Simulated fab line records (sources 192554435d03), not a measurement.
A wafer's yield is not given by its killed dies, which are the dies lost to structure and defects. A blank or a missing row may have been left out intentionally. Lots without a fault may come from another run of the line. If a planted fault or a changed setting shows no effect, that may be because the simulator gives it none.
Split-lot trial | flow n5Finfet | on a route of 1938 steps: 7 lots, 39 wafers read

THE SPLIT ITSELF
At N5_PMOS_HMC_CHANNEL_EPI_HM_DEP_34 (deposits SiO2 from TEOS/O2, target thk 36 nm, time 6.9 s), the setting timeS was moved away from the recipe's 6.9 s on 18 of the 39 wafers read, by -39.2% to +55.7%. All remaining wafers had this setting at the recipe value.

The reading is taken at the split's own step.

THE READING
SiO2_of_PMOS_HMC_CHANNEL_EPI_HM_DEP_34.thkNm (the simulator's own value, which no gauge read), in nm, at N5_PMOS_HMC_CHANNEL_EPI_HM_DEP_34 (deposits SiO2 from TEOS/O2, target thk 36 nm, time 6.9 s). The file does not state a usual value for it. Across the 21 wafers here that went through the recipe, the average is 36.01 nm and the standard deviation 0.48 nm.

wafer  | tool, chamber at the split | timeS as run, s | against the recipe | SiO2_of_PMOS_HMC_CHANNEL_EPI_HM_DEP_34.thkNm, nm | against lot-mates on the recipe
L075.1 | pecvd-02, 1,2              | 6.9             | recipe             | 35.29                                            | -
L075.3 | pecvd-02, 1,2              | 6.9             | recipe             | 35.29                                            | -
L075.2 | pecvd-02, 0                | 10.01           | +45.1%             | 51.05                                            | +15.39
L075.4 | pecvd-02, 1                | 6.9             | recipe             | 36.4                                             | -
L075.5 | pecvd-02, 2                | 10.01           | +45.1%             | 51.11                                            | +15.45
L075.6 | pecvd-02, 0                | 10.01           | +45.1%             | 51.42                                            | +15.76
L081.1 | pecvd-02, 0                | 6.9             | recipe             | 36.53                                            | -
L081.5 | pecvd-02, 2                | 6.9             | recipe             | 36.96                                            | -
L081.6 | pecvd-02, 1                | 6.9             | recipe             | 36.65                                            | -
L090.1 | pecvd-03, 2                | 6.9             | recipe             | 35.56                                            | -
L090.2 | pecvd-03, 0                | 4.194           | -39.2%             | 22.14                                            | -13.58
L090.3 | pecvd-03, 1                | 4.194           | -39.2%             | 22.37                                            | -13.35
L090.4 | pecvd-03, 0                | 6.9             | recipe             | 35.66                                            | -
L090.5 | pecvd-03, 1                | 4.194           | -39.2%             | 22.59                                            | -13.13
L090.6 | pecvd-03, 2                | 6.9             | recipe             | 35.95                                            | -
L092.1 | pecvd-03, 2                | 10.4            | +50.7%             | 52.68                                            | +16.40
L092.2 | pecvd-03, 0                | 10.4            | +50.7%             | 52.51                                            | +16.23
L092.3 | pecvd-03, 1                | 6.9             | recipe             | 35.96                                            | -
L092.4 | pecvd-03, 2                | 6.9             | recipe             | 36.3                                             | -
L092.5 | pecvd-03, 1                | 10.4            | +50.7%             | 53.63                                            | +17.35
L092.6 | pecvd-03, 0                | 6.9             | recipe             | 36.58                                            | -
L094.1 | pecvd-03, 1                | 8.52            | +23.5%             | 43.6                                             | +7.75
L094.2 | pecvd-03, 2                | 8.52            | +23.5%             | 42.96                                            | +7.11
L094.3 | pecvd-03, 0                | 8.52            | +23.5%             | 43.5                                             | +7.65
L094.4 | pecvd-03, 0                | 6.9             | recipe             | 35.82                                            | -
L094.5 | pecvd-03, 2                | 6.9             | recipe             | 36.06                                            | -
L094.6 | pecvd-03, 1                | 6.9             | recipe             | 35.66                                            | -
L095.1 | pecvd-04, 2                | 6.9             | recipe             | 35.21                                            | -
L095.2 | pecvd-04, 1                | 10.74           | +55.7%             | 54.68                                            | +18.74
L095.3 | pecvd-04, 0                | 10.74           | +55.7%             | 54.8                                             | +18.86
L095.4 | pecvd-04, 1                | 6.9             | recipe             | 36.1                                             | -
L095.5 | pecvd-04, 2                | 10.74           | +55.7%             | 55.47                                            | +19.53
L095.6 | pecvd-04, 0                | 6.9             | recipe             | 36.5                                             | -
L096.1 | pecvd-04, 1                | 5.56            | -19.4%             | 28.78                                            | -7.11
L096.2 | pecvd-04, 0                | 6.9             | recipe             | 35.64                                            | -
L096.3 | pecvd-04, 0                | 6.9             | recipe             | 35.85                                            | -
L096.4 | pecvd-04, 1                | 5.56            | -19.4%             | 29.19                                            | -6.70
L096.5 | pecvd-04, 1                | 5.56            | -19.4%             | 28.98                                            | -6.91
L096.6 | pecvd-04, 0                | 6.9             | recipe             | 36.18                                            | -
Where a row lists several chambers, the file gives one row for several wafers and doesn't say which wafer went through which chamber.

THE FIT
A straight line over all 39 wafers: SiO2_of_PMOS_HMC_CHANNEL_EPI_HM_DEP_34.thkNm changes by +0.34 nm for each +1% of timeS; r = +1.00; the points scatter about the line by 0.47 nm.
The same after taking each lot's own level away (the mean of its wafers on the recipe; 39 wafers): +0.339 nm for each +1%; r = +1.00; scatter 0.4 nm.
On that fit, the largest move of timeS shifts the reading by 19 nm.
The span of the lots' own levels, 35.660 to 36.713 nm, comes to 2.2 times the standard deviation stated above.
The two slopes are in agreement: the lot-to-lot level therefore moves the slope only a little.
Check: with one of the wafers moved furthest among these (+55.7%) left out of the fit, the line predicts +18.8 nm for it against its lot-mates. It came out at +18.7 nm against them.

THE FILE'S OWN FIT
SiO2_of_PMOS_HMC_CHANNEL_EPI_HM_DEP_34.thkNm changes by +0.338 nm for each +1% of timeS, r = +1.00.
